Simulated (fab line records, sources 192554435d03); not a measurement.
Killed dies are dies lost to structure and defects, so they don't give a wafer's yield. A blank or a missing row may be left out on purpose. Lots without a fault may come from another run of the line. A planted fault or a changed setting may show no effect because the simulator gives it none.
fab line records | flow n5_finfet
record lots=8 wafers=24 last_day=16
route steps=1938 shown BEOL_M3@1014 BEOL_M4@1031 PASSIVATION@1936
lots that met no fault: from a run of the same line without faults
start_h: hours from the record's first day to the start of the lot's first wafer shown | wait_h: hours since the lot's step before | " the same as in the row above | L1.1+2: a row that stands for several wafers | - no value, or no start given | * or withheld: withheld | < > ~ a bound
route shown NAME@n: a module of which the file shows steps, and the number in the route of the first | usual: mean/standard deviation of fault-free wafers | same: alike in all rows | chamber/n: place in a boat | sites: the reading at each site | _std_site: their standard deviation | _edge_site: outer sites' mean less inner sites' | radius_mm: how far each site lies from the wafer's centre | mask NAME#n: copy n | behind: the tool/chamber that last shaped the wafer | hold: why the lot was held/for how many hours/how that ended | device: the transistor (n, p or np) that didn't switch | end of line: the same wafers' tests at the end of the route | a step without rows: its recipe alone | killed: dies lost to structure and defects at the first sort, not the wafer's yield | map: a wafer's dies, x killed, . not, _ none there
set.NAME: the setting as run; set.NAME@STEP: as run at that earlier step | model.NAME: the simulator's own value behind a step, which no gauge read
steps of the route over a sample of lots; a table a step, a row a wafer
services: from which hour (start_h, from the record's first day; less than 0 if before it) a tool's chamber was out of use, for how many hours, and why
## steps
# step N5_BEOL_M3_THK_MEAS_53
# recipe thk_meas_gauge=xrf reads=Cu_of_BEOL_M3_ECD_50
# usual M3_THK=40.1/2.1
# columns lot.wafer tool chamber start_h wait_h M3_THK[nm]
L227.1 film_metro-01 - 160.89 - 40.5
L227.3 " - " " 39.6
L227.5 " - " " 39.8
L225.2 film_metro-01 - 162.71 - 39.1
L225.3 " - " " 38.4
L225.5 " - " " 38.2
L226.1 film_metro-02 - 166.01 - 38.9
L226.3 " - " " 39.1
L226.5 " - " " 40.9
L231.1 film_metro-01 - 195.47 - 35.5
L231.3 " - " " 38.1
L231.5 " - " " 37.9
L239.1 film_metro-01 - 239.17 - 38.8
L239.3 " - " " 42.4
L239.5 " - " " 40.8
L240.4 film_metro-02 - 244.90 - 39.5
L240.5 " - " " 40.1
L240.6 " - " " 36.6
L241.1 film_metro-01 - 245.17 - 37.2
L241.2 " - " " 41.9
L241.5 " - " " 45.5
L243.2 film_metro-01 - 275.16 - 43.6
L243.5 " - " " 43.7
L243.6 " - " " 41.9
# step N5_BEOL_M4_EXPOSE_08
# recipe mask_id=M4 na=0.33 source_shape=dipole sigma_inner=0.369 sigma_outer=0.767 polarization=unpolarized dose_mj=41.25
# usual exposure_dose_mJ_cm2=41.16/0.068
# same dipole_opening_deg=79.7
# columns lot.wafer tool chamber start_h wait_h mask exposure_dose_mJ_cm2
L227.1 euv_scanner-02 0 162.36 - M4#0 41.11
L227.3 " 0 " " M4#0 41.13
L227.5 " 0 " " M4#0 41.16
L225.2 euv_scanner-01 0 163.76 - M4#0 41.21
L225.3 " 0 " " M4#0 41.18
L225.5 " 0 " " M4#0 41.24
L226.1 euv_scanner-02 0 168.94 - M4#0 41.13
L226.3 " 0 " " M4#0 41.18
L226.5 " 0 " " M4#0 41.06
L231.1 euv_scanner-01 0 197.01 - M4#0 41.21
L231.3 " 0 " " M4#0 41.27
L231.5 " 0 " " M4#0 41.21
L239.1 euv_scanner-02 0 241.75 - M4#0 38.42
L239.3 " 0 " " M4#0 38.35
L239.5 " 0 " " M4#0 38.43
L240.4 euv_scanner-02 0 245.98 - M4#0 38.91
L240.5 " 0 " " M4#0 38.91
L240.6 " 0 " " M4#0 38.93
L241.1 euv_scanner-01 0 246.85 - M4#0 41.24
L241.2 " 0 " " M4#0 41.30
L241.5 " 0 " " M4#0 41.25
L243.2 euv_scanner-01 0 276.14 - M4#0 41.20
L243.5 " 0 " " M4#0 41.20
L243.6 " 0 " " M4#0 41.23
# step N5_BEOL_M4_CD_MEAS_11
# recipe target_cd_nm=16.79 landing_energy_ev=500 detector=se_inlens polarity=opening
# usual cd_nm=16.7/0.32
# same landing_energy_ev=500
# columns lot.wafer tool chamber start_h wait_h cd_nm
L227.1 cd_sem-01 0 162.49 - 17.2
L227.3 " 0 " " 17.4
L227.5 " 0 " " 17.4
L225.2 cd_sem-02 0 163.88 - 16.9
L225.3 " 0 " " 17.1
L225.5 " 0 " " 16.9
L226.1 cd_sem-03 0 169.07 - 16.4
L226.3 " 0 " " 16.5
L226.5 " 0 " " 16.8
L231.1 cd_sem-02 0 197.14 - 16.9
L231.3 " 0 " " 16.9
L231.5 " 0 " " 16.7
L239.1 cd_sem-02 0 241.88 - 15.4
L239.3 " 0 " " 15.4
L239.5 " 0 " " 15.5
L240.4 cd_sem-02 0 246.09 - 15.3
L240.5 " 0 " " 15.2
L240.6 " 0 " " 15.4
L241.1 cd_sem-02 0 246.98 - 17.1
L241.2 " 0 " " 16.8
L241.5 " 0 " " 17.3
L243.2 cd_sem-03 0 276.27 - 16.6
L243.5 " 0 " " 16.1
L243.6 " 0 " " 16.9
# step N5_BEOL_M4_DESCUM_16
# recipe chemistry=O2 time_s=7 source_power_w=50 bias_power_w=20 pressure_mtorr=20 rf_frequency_hz=2.712e+07 temp_c=40 resist=CAR-EUV o2_flow_sccm=225
# usual bias_power_w=20.00/0.057 chamber_pressure_mTorr=20.000/0.018 drypump_motor_current_A=5.6/0.61 oes_product_au=0.80/0.094 rf_vpp_V=243.6/1.3 showerhead_plenum_p_Torr=2.12/0.08 throttle_valve_pct=20.46/0.25
# columns lot.wafer tool chamber start_h wait_h bias_power_w chamber_pressure_mTorr drypump_motor_current_A oes_product_au rf_hours_counter_h rf_vpp_V showerhead_plenum_p_Torr throttle_valve_pct
L227.1 rie_diel-05 0 162.62 0.0 20.00 19.993 4.8 0.67 236 241.1 1.99 20.76
L227.3 " 1 " " 19.94 20.020 5.3 0.67 247 241.1 1.96 20.73
L227.5 " 3 " " 19.98 20.012 6.3 0.99 - 243.7 2.14 20.23
L225.2 rie_diel-04 0 164.01 0.0 20.01 20.007 6.7 0.74 176 244.0 2.15 20.25
L225.3 " 1 " " 19.90 20.000 5.9 0.69 229 243.6 2.17 21.21
L225.5 " 3 " " 20.09 19.988 6.2 0.77 - 242.3 2.01 20.63
L226.1 rie_diel-04 0 169.47 0.3 20.05 20.004 6.6 0.74 179 245.0 2.15 20.26
L226.3 " 1 " " 20.00 20.004 5.8 0.69 232 244.7 2.17 21.21
L226.5 " 0 " " 20.09 19.990 6.7 0.73 - 245.8 2.15 20.27
L231.1 rie_diel-04 3 197.61 0.4 19.93 20.003 6.2 0.76 132 242.6 2.01 20.66
L231.3 " 1 " " 20.02 19.967 5.9 0.68 245 244.9 2.17 21.23
L231.5 " 0 " " 19.98 19.967 6.7 0.73 - 245.8 2.15 20.28
L239.1 rie_diel-05 2 242.00 0.0 20.02 20.006 5.3 0.85 72 244.1 2.12 20.14
L239.3 " 1 " " 19.99 20.000 5.3 0.90 21 245.0 2.21 20.42
L239.5 " 2 " " 20.01 20.008 5.3 0.85 - 242.9 2.12 20.15
L240.4 rie_diel-04 3 246.21 0.0 20.06 20.023 6.2 0.75 150 243.4 2.00 20.69
L240.5 " 0 " " 19.95 20.009 6.7 0.71 - 244.2 2.14 20.30
L240.6 " 3 " " 20.09 19.988 6.2 0.75 - 242.2 2.00 20.69
L241.1 rie_diel-04 3 247.25 0.2 19.99 20.022 6.2 0.75 150 240.1 2.00 20.69
L241.2 " 1 " " 19.92 20.001 5.9 0.97 3 244.0 2.16 20.75
L241.5 " 0 " " 20.04 19.999 6.7 0.70 - 244.3 2.14 20.31
L243.2 rie_diel-05 0 276.39 0.0 19.89 20.007 4.8 0.92 26 245.6 2.25 20.53
L243.5 " 1 " " 19.92 20.011 5.3 0.88 - 244.6 2.20 20.41
L243.6 " 2 " " 20.05 19.971 5.3 0.83 - 243.4 2.12 20.16
# step N5_BEOL_M4_ETCH_74
# recipe chemistry=N2/H2 target=underlayer target_depth_a=65 mask_material=CAR-EUV time_s=5.2 ion_energy_ev=200 pressure_mtorr=30 source_w=840 bias_w=150 n2_flow_sccm=200 h2_flow_sccm=200 ends=cleared
# usual chamber_pressure_mTorr=30.00/0.043 drypump_motor_current_A=5.6/0.61 etch_rf_on_time_s=5.13/0.16 oes_product_au=0.69/0.083 rf_vpp_V=524.9/2.8 showerhead_plenum_p_Torr=2.58/0.09 throttle_valve_pct=17.91/0.23
# columns lot.wafer tool chamber start_h wait_h chamber_pressure_mTorr drypump_motor_current_A etch_rf_on_time_s oes_product_au rf_hours_counter_h rf_vpp_V showerhead_plenum_p_Torr throttle_valve_pct
L227.1 rie_diel-05 0 162.66 0.0 30.03 4.8 4.93 0.59 236 518.9 2.41 18.08
L227.3 " 1 " " 29.98 5.3 5.01 0.59 247 519.7 2.40 18.37
L227.5 " 3 " " 29.98 6.4 5.01 0.83 - 526.5 2.62 17.71
L225.2 rie_diel-04 0 164.04 0.0 29.94 6.7 5.17 0.65 176 525.0 2.64 17.89
L225.3 " 1 " " 30.05 5.9 4.98 0.61 229 527.3 2.61 18.36
L225.5 " 3 " " 30.01 6.2 5.28 0.65 - 522.7 2.45 18.15
L226.1 rie_diel-04 0 169.50 0.0 30.08 6.7 5.12 0.63 179 526.8 2.64 17.91
L226.3 " 1 " " 29.96 5.9 4.99 0.60 232 526.6 2.60 18.40
L226.5 " 0 " " 29.97 6.7 5.18 0.64 - 525.4 2.64 17.92
L231.1 rie_diel-04 3 197.65 0.0 29.96 6.2 5.25 0.64 132 520.7 2.44 18.19
L231.3 " 1 " " 29.99 5.8 4.91 0.60 245 526.8 2.60 18.38
L231.5 " 0 " " 29.96 6.7 5.12 0.63 - 527.1 2.64 17.90
L239.1 rie_diel-05 2 242.04 0.0 29.97 5.3 5.33 0.70 72 527.9 2.57 17.47
L239.3 " 1 " " 29.97 5.3 5.00 0.78 21 528.1 2.71 17.98
L239.5 " 2 " " 30.01 5.3 5.21 0.71 - 523.3 2.57 17.48
L240.4 rie_diel-04 3 246.24 0.0 30.07 6.2 5.20 0.64 150 518.4 2.43 18.22
L240.5 " 0 " " 30.00 6.7 5.10 0.63 - 527.0 2.63 17.95
L240.6 " 3 " " 30.00 6.2 5.21 0.64 - 520.3 2.43 18.22
L241.1 rie_diel-04 3 247.28 0.0 30.06 6.2 5.29 0.63 150 519.5 2.43 18.23
L241.2 " 1 " " 30.09 5.9 4.99 0.83 3 526.4 2.59 17.92
L241.5 " 0 " " 30.04 6.7 5.19 0.62 - 525.2 2.63 17.96
L243.2 rie_diel-05 0 276.42 0.0 29.95 4.8 4.77 0.81 26 526.6 2.71 17.81
L243.5 " 1 " " 29.97 5.3 4.89 0.77 - 524.9 2.71 18.02
L243.6 " 2 " " 30.02 5.3 5.11 0.70 - 521.6 2.56 17.52
# step N5_BEOL_M4_CD_MEAS_18
# recipe pitch_nm=36 target_cd_nm=18
# usual cd_nm=17.8/0.43
# columns lot.wafer tool chamber start_h wait_h cd_nm
L227.1 cd_sem-02 - 163.22 0.0 17.5
L227.3 " - " " 18.0
L227.5 " - " " 17.7
L225.2 cd_sem-01 - 164.53 0.1 18.0
L225.3 " - " " 17.7
L225.5 " - " " 18.1
L226.1 cd_sem-01 - 169.93 0.0 18.0
L226.3 " - " " 17.7
L226.5 " - " " 17.2
L231.1 cd_sem-01 - 198.05 0.0 17.7
L231.3 " - " " 18.5
L231.5 " - " " 17.8
L239.1 cd_sem-01 - 242.43 0.0 16.7
L239.3 " - " " 16.9
L239.5 " - " " 16.7
L240.4 cd_sem-01 - 246.85 0.1 16.3
L240.5 " - " " 16.4
L240.6 " - " " 15.8
L241.1 cd_sem-03 - 247.68 0.0 18.0
L241.2 " - " " 18.5
L241.5 " - " " 17.7
L243.2 cd_sem-02 - 276.82 0.1 17.6
L243.5 " - " " 18.0
L243.6 " - " " 18.1
# step N5_BEOL_M4_RC_MEAS_101
# usual DIBL_N=36.8/2.2 DIBL_P=37.0/2.8 IOFF_N=0.18/0.043 IOFF_P=0.23/0.05 ION_N=680/14 ION_P=466/9.1 SS_N=71.7/0.74 SS_P=73.5/0.79 VT_N=248/4 VT_P=-249/4.1
# columns lot.wafer tool chamber start_h wait_h DIBL_N[mV/V] DIBL_P[mV/V] IOFF_N[nA/um] IOFF_P[nA/um] ION_N[uA/um] ION_P[uA/um] SS_N[mV/dec] SS_P[mV/dec] VT_N[mV] VT_P[mV]
L227.1 prober-01 0 169.07 0.0 39.6 41.3 0.29 0.36 715 484 72.7 74.8 238 -241
L227.3 " 0 " " 35.4 36.2 0.17 0.22 691 470 71.5 73.3 247 -246
L227.5 " 0 " " 37.8 39.6 0.23 0.32 696 480 72.1 74.0 243 -242
L225.2 prober-01 0 177.38 0.2 34.7 35.3 0.13 0.19 665 459 71.2 73.2 251 -253
L225.3 " 0 " " 33.8 35.0 0.13 0.19 687 467 71.0 73.7 249 -251
L225.5 " 0 " " 37.8 38.8 0.20 0.25 689 467 71.7 74.1 246 -249
L226.1 prober-02 0 177.57 0.0 37.8 36.7 0.16 0.19 666 450 71.9 73.9 249 -254
L226.3 " 0 " " 34.9 33.9 0.13 0.17 677 462 69.7 73.0 252 -255
L226.5 " 0 " " 38.9 38.6 0.19 0.23 688 463 71.8 73.7 248 -251
L231.1 prober-02 0 205.15 0.0 38.0 36.7 0.21 0.23 690 468 71.7 73.6 246 -250
L231.3 " 0 " " 39.4 38.2 0.22 0.24 699 469 72.1 74.7 249 -248
L231.5 " 0 " " 34.8 32.6 0.13 0.16 684 462 71.1 72.6 253 -253
L241.1 prober-02 0 255.22 0.0 38.0 35.6 0.16 0.18 675 453 71.6 73.2 249 -254
L241.2 " 0 " " 38.0 37.6 0.18 0.21 678 454 72.3 73.6 249 -251
L241.5 " 0 " " 34.9 31.6 0.12 0.13 662 448 71.6 72.1 254 -256
L243.2 prober-02 0 284.80 0.2 34.6 34.2 0.13 0.19 664 457 70.7 73.0 252 -251
L243.5 " 0 " " 30.4 29.0 0.08 0.12 636 441 69.9 71.5 259 -257
L243.6 " 0 " " 39.2 40.9 0.25 0.31 695 474 71.6 74.1 242 -244
# step N5_PASSIVATION_PROBE_49
# usual defect_limited_yield=91.4/1.5 killed_at_M0_to_M3=36/11 killed_at_M4_up=14/6 killed_at_contacts=11/6 killed_at_front_end=37/11 killed_at_other=4/3.4 killed_dies=102/18 killed_on_rim=13/3.5 killed_open=66/13 killed_short=34/7.8 sort_bin_5_function=5.0/0.97 sort_bin_6_memory=3.2/0.7 sort_bin_8_speed=0.0/0.38 sort_n_pass=1078/19 sort_yield_pct=91.3/1.6
# same gross_dies=1180 killed_at_back_side=0 sort_bin_4_leakage[%]=0
# columns lot.wafer tool chamber start_h wait_h defect_limited_yield[%] killed_at_M0_to_M3 killed_at_M4_up killed_at_contacts killed_at_front_end killed_at_other killed_dies killed_on_rim killed_open killed_short sort_bin_5_function[%] sort_bin_6_memory[%] sort_bin_8_speed[%] sort_n_pass sort_yield_pct[%]
L225.2 prober-02 - 281.74 0.1 90.3 43 23 18 29 2 115 13 83 30 5.8 3.6 0 1065 90.3
L225.3 prober-02 - 281.79 0.1 90.7 38 16 5 45 6 110 13 71 35 5.7 3.5 0 1070 90.7
L225.5 prober-02 - 281.89 0.2 92.3 28 13 5 41 4 91 13 61 27 4.3 3.1 0 1089 92.3
L231.1 prober-02 - 313.20 0.0 90.8 40 8 16 42 2 108 11 66 40 6.0 3.1 0 1072 90.8
L231.3 prober-02 - 313.30 0.1 90.4 41 9 19 37 7 113 19 78 33 4.9 4.3 0 1067 90.4
L231.5 prober-02 - 313.40 0.2 90.2 41 15 18 41 1 116 14 89 25 5.9 3.5 0 1064 90.2
L240.4 prober-02 - 353.09 0.2 26.4 60 771 7 19 11 868 115 74 33 49.4 18.4 0.1 312 26.4
L240.5 prober-02 - 353.14 0.2 30.5 47 723 9 33 8 820 107 76 37 44.5 20.2 0 360 30.5
L240.6 prober-02 - 353.19 0.3 29.8 50 752 11 12 3 828 112 61 30 47.7 17.7 0 352 29.8
L241.1 prober-02 - 358.91 0.6 91.6 21 9 6 59 4 99 14 67 32 5.8 2.5 0 1081 91.6
L241.2 prober-02 - 358.96 0.7 89.4 42 19 12 43 9 125 11 84 41 5.9 4.2 0 1055 89.4
L241.5 prober-02 - 359.11 0.8 88.6 43 7 18 54 12 134 15 98 36 6.9 4.5 0 1046 88.6
L239.1 prober-02 - 359.21 0.5 0.1 48 1085 26 20 0 1179 152 87 31 67.5 4.3 0 1 0.1
L239.3 prober-02 - 359.31 0.6 0.1 23 1102 7 43 4 1179 152 71 39 64.8 4.3 0 1 0.1
L239.5 prober-02 - 359.41 0.7 0 29 1106 8 36 1 1180 152 64 35 67.5 3.3 0 0 0
# killed by level:class
L225.2 MOL_CONTACT_COAG:geometric_particle:open=13 BEOL_M1:geometric_particle:open=13 BEOL_M4:geometric_particle:open=11 STI_FIN_REVEAL:geometric_particle:open=10 BEOL_M0_SAQP:geometric_particle:short=9 BEOL_M3:geometric_particle:open=7 BEOL_M0_SAQP:geometric_particle:open=6 FIN_SAQP:geometric_particle:open=5
L225.3 STI_FIN_REVEAL:geometric_particle:open=13 FIN_SAQP:geometric_particle:open=9 BEOL_M3:geometric_particle:open=7 BEOL_M0_SAQP:geometric_particle:open=6 FIN_SAQP:geometric_particle:short=5 BEOL_M0_SAQP:geometric_particle:short=5 BEOL_M1:geometric_particle:open=5 BEOL_M8:geometric_particle:open=5
L225.5 FIN_SAQP:geometric_particle:open=10 BEOL_M0_SAQP:geometric_particle:open=9 FIN_SAQP:geometric_particle:short=6 STI_FIN_REVEAL:geometric_particle:open=5 GATE_CUT:geometric_particle:short=5 BEOL_M3:geometric_particle:open=5 BEOL_M4:geometric_particle:open=5 STARTING-WAFER:geometric_particle:short=4
L231.1 MOL_CONTACT_COAG:geometric_particle:open=13 BEOL_M3:geometric_particle:open=11 BEOL_M0_SAQP:geometric_particle:short=11 FIN_SAQP:geometric_particle:open=9 STI_FIN_REVEAL:geometric_particle:open=7 BEOL_M0_SAQP:geometric_particle:open=5 BEOL_M1:geometric_particle:open=5 STI_FIN_REVEAL:geometric_particle:short=4
L231.3 FIN_SAQP:geometric_particle:open=17 MOL_CONTACT_COAG:geometric_particle:open=14 BEOL_M1:geometric_particle:open=11 BEOL_M3:geometric_particle:open=7 BEOL_M0_SAQP:geometric_particle:open=6 BEOL_M2:geometric_particle:open=6 MOL_CONTACT_COAG:geometric_particle:short=5 BEOL_M0_SAQP:geometric_particle:short=5
L231.5 MOL_CONTACT_COAG:geometric_particle:open=16 FIN_SAQP:geometric_particle:open=12 BEOL_M3:geometric_particle:open=12 FIN_SAQP:geometric_particle:short=9 BEOL_M4:geometric_particle:open=8 BEOL_M0_SAQP:geometric_particle:open=8 BEOL_M2:geometric_particle:open=8 STI_FIN_REVEAL:geometric_particle:open=6
L240.4 BEOL_M4:area_expose=757 BEOL_M0_SAQP:geometric_particle:open=18 BEOL_M0_SAQP:geometric_particle:short=10 BEOL_M3:geometric_particle:short=8 MOL_CONTACT_COAG:geometric_particle:open=6 BEOL_M1:geometric_particle:open=6 BEOL_M2:geometric_particle:open=6 MIM_TOP:geometric_particle:open=6
L240.5 BEOL_M4:area_expose=707 BEOL_M2:geometric_particle:open=13 STI_FIN_REVEAL:geometric_particle:open=12 BEOL_M0_SAQP:geometric_particle:short=10 MOL_CONTACT_COAG:geometric_particle:open=8 BEOL_M0_SAQP:geometric_particle:open=7 BEOL_M3:geometric_particle:open=7 FIN_SAQP:geometric_particle:short=5
L240.6 BEOL_M4:area_expose=736 BEOL_M0_SAQP:geometric_particle:short=12 BEOL_M2:geometric_particle:open=10 MOL_CONTACT_COAG:geometric_particle:open=8 BEOL_M0_SAQP:geometric_particle:open=8 BEOL_M1:geometric_particle:open=8 BEOL_M5:geometric_particle:open=6 BEOL_M3:geometric_particle:open=4
L241.1 FIN_SAQP:geometric_particle:open=15 STI_FIN_REVEAL:geometric_particle:open=11 FIN_SAQP:geometric_particle:short=9 DUMMY_GATE:geometric_particle:open=7 BEOL_M0_SAQP:geometric_particle:short=7 BEOL_M4:geometric_particle:open=7 MOL_CONTACT_COAG:geometric_particle:open=6 BEOL_M0_SAQP:geometric_particle:open=5
L241.2 FIN_SAQP:geometric_particle:open=19 BEOL_M0_SAQP:geometric_particle:open=17 BEOL_M0_SAQP:geometric_particle:short=16 BEOL_M4:geometric_particle:open=12 FIN_SAQP:geometric_particle:short=10 MOL_CONTACT_COAG:geometric_particle:open=10 STI_FIN_REVEAL:geometric_particle:open=6 PASS1_CAP:geometric_particle:open=4
L241.5 FIN_SAQP:geometric_particle:open=18 MOL_CONTACT_COAG:geometric_particle:open=16 STI_FIN_REVEAL:geometric_particle:open=12 BEOL_M2:geometric_particle:open=12 FIN_SAQP:geometric_particle:short=8 BEOL_M0_SAQP:geometric_particle:short=8 BEOL_M0_SAQP:geometric_particle:open=7 BEOL_M1:geometric_particle:open=6
L239.1 BEOL_M4:area_expose=1061 MOL_CONTACT_COAG:geometric_particle:open=24 BEOL_M2:geometric_particle:open=13 BEOL_M0_SAQP:geometric_particle:short=11 BEOL_M0_SAQP:geometric_particle:open=11 BEOL_M4:geometric_particle:open=10 BEOL_M5:geometric_particle:open=7 FIN_SAQP:geometric_particle:open=5
L239.3 BEOL_M4:area_expose=1066 BEOL_M4:geometric_particle:open=14 FIN_SAQP:geometric_particle:short=12 BEOL_M5:geometric_particle:open=8 STI_FIN_REVEAL:geometric_particle:open=7 BEOL_M0_SAQP:geometric_particle:short=7 GATE_CUT:geometric_particle:short=6 BEOL_M0_SAQP:geometric_particle:open=6
L239.5 BEOL_M4:area_expose=1081 BEOL_M0_SAQP:geometric_particle:open=9 BEOL_M4:geometric_particle:open=9 FIN_SAQP:geometric_particle:open=7 MOL_CONTACT_COAG:geometric_particle:open=7 GATE_CUT:geometric_particle:short=6 FIN_SAQP:geometric_particle:short=5 BEOL_M3:geometric_particle:open=5
## services
# columns tool chamber start_h hours kind
rie_diel-04 0 138.65 5.3 repair
rie_diel-04 2 159.67 - clean
rie_diel-04 2 159.67 - consumable_replace:focus_ring
rie_diel-04 2 159.67 21.8 scheduled_down
rie_diel-04 2 159.67 21.8 vent_cycle
rie_diel-05 1 170.15 - clean
rie_diel-05 1 170.15 - consumable_replace:focus_ring
rie_diel-05 1 170.15 - consumable_replace:showerhead
rie_diel-05 1 170.15 17.4 scheduled_down
rie_diel-05 1 170.15 17.4 vent_cycle
euv_scanner-02 - 176.76 1.0 pm
euv_scanner-01 - 188.86 1.0 pm
euv_scanner-01 - 200.38 4.6 pm
rie_diel-05 0 200.40 - clean
rie_diel-04 1 214.39 - clean
rie_diel-04 1 214.39 - consumable_replace:focus_ring
rie_diel-04 1 214.39 16.8 scheduled_down
rie_diel-04 1 214.39 16.8 vent_cycle
euv_scanner-02 - 227.74 1.8 repair
euv_scanner-02 - 232.91 1.0 pm
rie_diel-04 1 235.62 8.8 repair
rie_diel-05 3 239.05 115.1 repair
euv_scanner-01 - 245.01 1.0 pm
euv_scanner-02 - 269.28 4.6 pm
## key
first_sign step=N5_BEOL_M4_EXPOSE_08 reading=exposure_dose_mJ_cm2 direction=down sigmas=37 usual=41.16 struck=38.66
effect step=N5_BEOL_M4_CD_MEAS_11 reading=cd_nm direction=down sigmas=4.1 usual=16.7 struck=15.4 through=control_loop
effect step=N5_BEOL_M4_CD_MEAS_18 reading=cd_nm direction=down sigmas=3.1 usual=17.8 struck=16.5 through=control_loop
effect step=N5_PASSIVATION_PROBE_49 reading=killed_at_M4_up direction=up sigmas=99+ usual=14 struck=923
more_kills_born_at N5_BEOL_M4_EXPOSE_08@euv_scanner-02=5408
met_at N5_BEOL_M4_EXPOSE_08
struck_lots L239,L240
later_rows_left_out L239.1,L239.3,L239.5,L240.4,L240.5,L240.6
loop_trim step=N5_BEOL_M4_EXPOSE_08 setting=dose lots=L240
not_acting_at N5_BEOL_M3_THK_MEAS_53,N5_BEOL_M4_DESCUM_16,N5_BEOL_M4_ETCH_74
onset_between 168.94 241.75
fault kind=process_parameter_drift tool=euv_scanner-02 chamber=- onset_h=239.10 steps=N5_BEOL_M4_EXPOSE_08 channel=dose_mj offset=-2.7393 shape=step acts_in=these_recipes_only stated=41.25
# later_rows_left_out: the simulator's readings of these wafers behind a module that went badly wrong aren't trusted and aren't shown, but for the sort
# loop_trim: a control loop set the setting to another value than it would have without faults
